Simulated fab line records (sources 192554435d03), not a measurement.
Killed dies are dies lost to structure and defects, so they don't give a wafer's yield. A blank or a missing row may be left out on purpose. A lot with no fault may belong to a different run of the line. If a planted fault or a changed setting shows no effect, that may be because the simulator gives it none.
Which tool did it? -- flow n5 finfet -- 72 wafers from 24 lots sampled at 6 of the route's 1938 steps

== WHAT THE GAUGES SHOWED, per wafer ==
N5_BEOL_M11_CD_MEAS_11 targets a cd of 64.1 nm. Usual: cd nm reads 64.1 nm (standard deviation 0.61).
lot,measured,on,cd nm (nm),flag
L074,day 11 01:55,cd sem-03,64.4 64.6 65.4,
L076,day 11 13:35,cd sem-02,64.9 63.9 64.0,
L075,day 11 13:47,cd sem-01,63.3 63.4 63.2,
L077,day 11 13:58,cd sem-01,64.1 64.3 64.7,
L080,day 11 16:52,cd sem-03,63.9 65.0 64.2,
L078,day 11 18:59,cd sem-02,64.5 64.5 65.1,
L079,day 11 19:21,cd sem-03,64.5 64.2 65.0,
L081,day 12 20:20,cd sem-03,64.5 64.0 64.6,
L083,day 13 03:26,cd sem-01,63.9 65.0 64.5,
L084,day 13 01:33,cd sem-03,64.5 63.9 64.0,
L082,day 13 02:34,cd sem-01,63.6 63.9 63.7,
L086,day 14 08:48,cd sem-01,63.1 62.8 63.3,
L088,day 14 13:37,cd sem-01,63.2 62.7 63.6,
L085,day 14 16:24,cd sem-02,64.0 64.4 64.7,
L087,day 14 13:10,cd sem-02,64.7 63.9 63.9,
L090,day 14 16:49,cd sem-01,64.4 65.4 64.6,
L092,day 15 01:42,cd sem-01,63.8 63.8 64.1,
L089,day 15 02:47,cd sem-02,64.7 64.8 63.6,
L091,day 15 12:38,cd sem-02,64.1 63.5 62.8,
L093,day 16 02:19,cd sem-03,64.0 64.2 64.0,
L095,day 16 01:07,cd sem-01,63.4 63.2 63.1,
L094,day 16 01:26,cd sem-01,63.2 63.8 63.6,
L096,day 16 16:50,cd sem-03,64.2 64.1 63.9,
L097,day 17 11:08,cd sem-02,65.1 65.1 64.8,

== TOOL THAT RAN EACH LOT (tool first, then ch and the chambers of the sampled wafers, then the start) ==
lot,N5_BEOL_M9_HM_OPEN_17,N5_BEOL_M9_DESCUM_33,N5_BEOL_M9_STRIP_80,N5_BEOL_M10_SURFACE_TREAT_76,N5_BEOL_M11_ILD_DEP_00
L074,"rie metal-01 ch 0,1, day 10 10:52","rie diel-02 ch 0,3, day 10 12:13","rie diel-02 ch 0,3, day 10 20:16 or earlier","pvd sputter-01, day 10 20:16","pecvd-04 ch 1,2, day 10 21:50"
L076,"rie metal-03 ch 0,1, day 10 20:13","rie diel-04 ch 0,1,2, day 11 00:44","rie diel-04 ch 0,1,2, day 11 09:39 or earlier","pvd sputter-03, day 11 09:39","pecvd-03 ch 0,1, day 11 10:57"
L075,"rie metal-02 ch 1, day 10 20:21","rie diel-02 ch 1,2, day 11 00:34","rie diel-02 ch 1,2, day 11 10:27 or earlier","pvd sputter-03, day 11 10:27","pecvd-01 ch 0,2, day 11 11:55"
L077,"rie metal-01 ch 0,1, day 10 20:31","rie diel-03 ch 1,2,3, day 11 01:06","rie diel-03 ch 1,2,3, day 11 10:29 or earlier","pvd sputter-03, day 11 10:29","pecvd-03 ch 0,2, day 11 12:20"
L080,"rie metal-01 ch 0,1, day 11 02:20","rie diel-02 ch 2,3, day 11 03:02","rie diel-02 ch 2,3, day 11 14:01 or earlier","pvd sputter-02, day 11 14:01","pecvd-01 ch 0,1, day 11 15:38"
L078,"rie metal-01 ch 0,1, day 11 04:29","rie diel-03 ch 1,3, day 11 06:25","rie diel-03 ch 1,3, day 11 14:44 or earlier","pvd sputter-01, day 11 14:44","pecvd-01 ch 0,2, day 11 16:01"
L079,"rie metal-02 ch 1, day 11 04:34","rie diel-04 ch 1,2,3, day 11 06:19","rie diel-04 ch 1,2,3, day 11 15:17 or earlier","pvd sputter-01, day 11 15:17","pecvd-01 ch 0,1,2, day 11 16:39"
L081,"rie metal-03 ch 0,1, day 12 02:45","rie diel-03 ch 2,3, day 12 04:39","rie diel-03 ch 2,3, day 12 14:44 or earlier","pvd sputter-03, day 12 14:44","pecvd-01 ch 0,1, day 12 18:43"
L083,"rie metal-02 ch 0, day 12 06:20","rie diel-04 ch 1,2,3, day 12 11:14","rie diel-04 ch 1,2,3, day 12 22:23 or earlier","pvd sputter-02, day 12 22:23","pecvd-03 ch 1,2, day 13 01:29"
L084,"rie metal-01 ch 0,1, day 12 06:30","rie diel-04 ch 0,3, day 12 10:11","rie diel-04 ch 0,3, day 12 21:43 or earlier","pvd sputter-03, day 12 21:43","pecvd-04 ch 0,1, day 13 00:29"
L082,"rie metal-01 ch 0,1, day 12 07:50","rie diel-02 ch 1,2,3, day 12 10:44","rie diel-02 ch 1,2,3, day 12 22:16 or earlier","pvd sputter-03, day 12 22:16","pecvd-04 ch 0,2, day 13 01:13"
L086,"rie metal-02 ch 0,1, day 13 09:00","rie diel-03 ch 1,2,3, day 13 10:35","rie diel-03 ch 1,2,3, day 14 02:40 or earlier","pvd sputter-01, day 14 02:40","pecvd-03 ch 0,1,2, day 14 05:45"
L088,"rie metal-03 ch 1, day 13 16:35","rie diel-03 ch 0,1,3, day 13 20:42","rie diel-03 ch 0,1,3, day 14 08:11 or earlier","pvd sputter-02, day 14 08:11","pecvd-01 ch 0,1, day 14 12:01"
L085,"rie metal-01 ch 0,1, day 13 17:07","rie diel-02 ch 0,3, day 13 21:09","rie diel-02 ch 0,3, day 14 08:41 or earlier","pvd sputter-02, day 14 08:41","pecvd-03 ch 0,1, day 14 12:57"
L087,"rie metal-02 ch 0,1, day 13 17:49","rie diel-04 ch 1,3, day 13 20:52","rie diel-04 ch 1,3, day 14 05:27 or earlier","pvd sputter-02, day 14 05:27","pecvd-04 ch 0,2, day 14 10:11"
L090,"rie metal-03 ch 1, day 13 22:51","rie diel-04 ch 0,2,3, day 14 00:45","rie diel-04 ch 0,2,3, day 14 12:20 or earlier","pvd sputter-03, day 14 12:20","pecvd-01 ch 0,1,2, day 14 15:45"
L092,"rie metal-02 ch 0,1, day 14 06:21","rie diel-04 ch 1,2,3, day 14 07:38","rie diel-04 ch 1,2,3, day 14 19:33 or earlier","pvd sputter-03, day 14 19:33","pecvd-03 ch 0,2, day 14 23:11"
L089,"rie metal-02 ch 0,1, day 14 09:26","rie diel-04 ch 1,2, day 14 10:05","rie diel-04 ch 1,2, day 14 21:41 or earlier","pvd sputter-01, day 14 21:41","pecvd-03 ch 1,2, day 15 00:22"
L091,"rie metal-01 ch 1, day 14 17:03","rie diel-03 ch 1,2, day 14 18:10","rie diel-03 ch 1,2, day 15 05:48 or earlier","pvd sputter-01, day 15 05:48","pecvd-01 ch 0,2, day 15 07:09"
L093,"rie metal-02 ch 0,1, day 15 06:58","rie diel-04 ch 0,1,2, day 15 11:34","rie diel-04 ch 0,1,2, day 15 22:46 or earlier","pvd sputter-01, day 15 22:46","pecvd-01 ch 1,2, day 16 00:55"
L095,"rie metal-02 ch 0,1, day 15 07:34","rie diel-03 ch 0,1,3, day 15 11:30","rie diel-03 ch 0,1,3, day 15 20:25 or earlier","pvd sputter-02, day 15 20:25","pecvd-01 ch 0,1,2, day 15 23:36"
L094,"rie metal-02 ch 0,1, day 15 08:04","rie diel-02 ch 0,2, day 15 11:31","rie diel-02 ch 0,2, day 15 20:21 or earlier","pvd sputter-03, day 15 20:21","pecvd-01 ch 0,1, day 15 23:50"
L096,"rie metal-01 ch 1, day 15 20:28","rie diel-04 ch 0,1,3, day 16 00:16","rie diel-04 ch 0,1,3, day 16 13:15 or earlier","pvd sputter-01, day 16 13:15","pecvd-01 ch 0,2, day 16 14:50"
L097,"rie metal-02 ch 0, day 16 17:12","rie diel-02 ch 0,1,3, day 16 18:50","rie diel-02 ch 0,1,3, day 17 08:05 or earlier","pvd sputter-01, day 17 08:05","pecvd-03 ch 0,2, day 17 09:47"
- N5_BEOL_M9_HM_OPEN_17: chemistry Cl2/BCl3, target TiN, target depth 20 nm, overetch 6 nm.
- N5_BEOL_M9_DESCUM_33: chemistry O2, time 7 s.
- N5_BEOL_M9_STRIP_80: strips in N2/H2, time 10 s.
- N5_BEOL_M10_SURFACE_TREAT_76
- N5_BEOL_M11_ILD_DEP_00: deposits SiCOH lowk from DEMS/porogen, target thk 308.51 nm, time 58 s.

== AS READ BY THE TOOLS THEMSELVES (means over the sampled wafers that have a number; for cases with no such wafer, the mark the record gives instead) ==
N5_BEOL_M9_HM_OPEN_17. Usual: drypump motor current A 6.10 A, standard deviation 0.26; oes product au 0.67 a.u., standard deviation 0.081; throttle valve pct 22.11 %, standard deviation 0.22.
lot,tool,drypump motor current A (A),oes product au (a.u.),throttle valve pct (%),flag
L074,rie metal-01,6.26,0.62,22.07,
L076,rie metal-03,5.68,0.57,22.10,
L075,rie metal-02,5.92,0.71,22.18,
L077,rie metal-01,6.30,0.66,21.88,
L080,rie metal-01,6.27,0.62,22.07,
L078,rie metal-01,6.27,0.61,22.06,
L079,rie metal-02,5.94,0.71,22.16,
L081,rie metal-03,6.04,0.59,22.26,
L083,rie metal-02,5.95,0.83,22.09,
L084,rie metal-01,6.30,0.65,21.91,
L082,rie metal-01,6.26,0.60,22.09,
L086,rie metal-02,5.93,0.78,22.14,
L088,rie metal-03,6.42,0.61,22.42,
L085,rie metal-01,6.30,0.60,22.10,
L087,rie metal-02,5.93,0.73,22.16,
L090,rie metal-03,6.41,0.61,22.42,
L092,rie metal-02,5.94,0.73,22.16,
L089,rie metal-02,5.93,0.73,22.16,
L091,rie metal-01,6.32,0.68,21.73,
L093,rie metal-02,5.93,0.75,22.15,
L095,rie metal-02,5.94,0.72,22.17,
L094,rie metal-02,5.93,0.72,22.15,
L096,rie metal-01,6.30,0.67,21.76,
L097,rie metal-02,5.92,0.77,22.11,

N5_BEOL_M9_DESCUM_33. Usual: drypump motor current A 5.8 A, standard deviation 0.58; oes product au 0.78 a.u., standard deviation 0.086; rf vpp V 242.8 V, standard deviation 1.3; showerhead plenum p Torr 2.07 Torr, standard deviation 0.068; throttle valve pct 20.3 %, standard deviation 0.3.
lot,tool,drypump motor current A (A),oes product au (a.u.),rf vpp V (V),showerhead plenum p Torr (Torr),throttle valve pct (%),flag
L074,rie diel-02,6.1,0.74,244.0,2.12,20.7,
L076,rie diel-04,5.5,0.76,241.5,2.01,20.2,
L075,rie diel-02,6.0,0.76,243.9,2.15,20.6,
L077,rie diel-03,5.9,0.72,243.4,2.11,20.4,
L080,rie diel-02,6.0,0.87,243.0,2.07,20.0,
L078,rie diel-03,6.0,0.74,243.2,2.11,20.2,
L079,rie diel-04,5.6,0.75,242.9,2.05,20.2,
L081,rie diel-03,5.7,0.74,243.2,2.10,20.4,
L083,rie diel-04,5.5,0.74,242.9,2.05,20.2,
L084,rie diel-04,6.1,0.71,241.6,2.00,20.3,
L082,rie diel-02,6.0,0.79,243.5,2.10,20.3,
L086,rie diel-03,5.9,0.80,242.4,2.11,20.3,
L088,rie diel-03,5.7,0.87,243.3,2.10,20.2,
L085,rie diel-02,6.1,0.91,242.9,2.11,20.5,
L087,rie diel-04,5.6,0.76,242.2,2.03,20.2,
L090,rie diel-04,5.8,0.72,241.0,2.01,20.3,
L092,rie diel-04,5.6,0.73,242.9,2.05,20.2,
L089,rie diel-04,5.3,0.76,242.5,2.04,20.1,
L091,rie diel-03,6.1,0.84,243.1,2.11,20.2,
L093,rie diel-04,5.5,0.73,242.0,2.00,20.3,
L095,rie diel-03,5.7,0.85,243.6,2.09,20.2,
L094,rie diel-02,5.4,0.90,243.7,2.14,20.6,
L096,rie diel-04,5.8,0.82,242.2,1.98,20.2,
L097,rie diel-02,6.3,0.88,243.2,2.10,20.4,

N5_BEOL_M9_STRIP_80. Usual: drypump motor current A 5.8 A, standard deviation 0.58; oes product au 0.78 a.u., standard deviation 0.085; rf vpp V 59.1 V, standard deviation 0.85; showerhead plenum p Torr 2.51 Torr, standard deviation 0.079; throttle valve pct 23.56 %, standard deviation 0.29.
lot,tool,drypump motor current A (A),oes product au (a.u.),rf vpp V (V),showerhead plenum p Torr (Torr),throttle valve pct (%),flag
L074,rie diel-02,6.0,0.74,59.9,2.56,23.95,
L076,rie diel-04,5.5,0.76,58.7,2.44,23.51,
L075,rie diel-02,5.9,0.75,59.6,2.62,23.77,
L077,rie diel-03,5.9,0.73,59.2,2.56,23.61,
L080,rie diel-02,6.0,0.87,59.1,2.50,23.19,
L078,rie diel-03,6.0,0.74,58.7,2.58,23.53,
L079,rie diel-04,5.6,0.75,58.7,2.49,23.47,
L081,rie diel-03,5.7,0.73,59.6,2.54,23.72,
L083,rie diel-04,5.6,0.74,60.0,2.49,23.48,
L084,rie diel-04,6.1,0.71,59.1,2.44,23.60,
L082,rie diel-02,6.0,0.80,59.1,2.55,23.49,
L086,rie diel-03,5.9,0.79,59.1,2.55,23.54,
L088,rie diel-03,5.7,0.88,59.6,2.55,23.46,
L085,rie diel-02,6.1,0.91,59.2,2.55,23.72,
L087,rie diel-04,5.6,0.76,58.4,2.46,23.51,
L090,rie diel-04,5.8,0.71,58.8,2.45,23.56,
L092,rie diel-04,5.5,0.73,58.9,2.48,23.49,
L089,rie diel-04,5.3,0.76,59.1,2.47,23.47,
L091,rie diel-03,6.1,0.83,59.5,2.56,23.34,
L093,rie diel-04,5.5,0.73,58.3,2.43,23.56,
L095,rie diel-03,5.7,0.85,59.7,2.54,23.49,
L094,rie diel-02,5.4,0.90,59.0,2.60,23.85,
L096,rie diel-04,5.8,0.82,58.2,2.42,23.54,
L097,rie diel-02,6.3,0.88,59.5,2.55,23.64,

N5_BEOL_M11_ILD_DEP_00. Usual: heater power w 284 W, standard deviation 30; showerhead plenum p Torr 5.738 Torr, standard deviation 0.014; throttle valve pct 13.9 %, standard deviation 0.88.
lot,tool,heater power w (W),showerhead plenum p Torr (Torr),throttle valve pct (%),flag
L074,pecvd-04,297,5.728,13.0,
L076,pecvd-03,318,5.745,14.3,
L075,pecvd-01,287,5.742,13.7,
L077,pecvd-03,277,5.754,13.4,
L080,pecvd-01,268,5.737,14.9,
L078,pecvd-01,284,5.727,13.6,
L079,pecvd-01,253,5.728,14.2,
L081,pecvd-01,264,5.740,15.0,
L083,pecvd-03,314,5.745,14.1,
L084,pecvd-04,329,5.745,13.4,
L082,pecvd-04,317,5.744,13.4,
L086,pecvd-03,297,5.743,13.7,
L088,pecvd-01,279,5.745,14.8,
L085,pecvd-03,294,5.746,14.0,
L087,pecvd-04,268,5.743,13.2,
L090,pecvd-01,270,5.730,14.4,
L092,pecvd-03,307,5.746,13.2,
L089,pecvd-03,312,5.747,13.6,
L091,pecvd-01,272,5.727,13.7,
L093,pecvd-01,270,5.731,14.8,
L095,pecvd-01,284,5.729,14.5,
L094,pecvd-01,286,5.743,14.6,
L096,pecvd-01,275,5.734,13.7,
L097,pecvd-03,301,5.754,13.6,

== THE ANSWER, worked out from the rows above alone ==
Rule: lot off if the mean of its wafers having a number is beyond 3 standard deviations from the usual mean. A lot without any number at a reading at which 4 lots or more have one is off too. Any other lot the step has rows for is counted as sound. The gauges are gone through in route order, then the tools' own readings, and for those a lot's mean is taken as printed above. The first step at which some lot is off is used, and at that step the reading that is off furthest; a lot without a number counts as furthest.
Across all readings shown, no lot is off: no conclusion can be drawn from this.

== WHAT THE SIMULATOR HAD INSERTED ==
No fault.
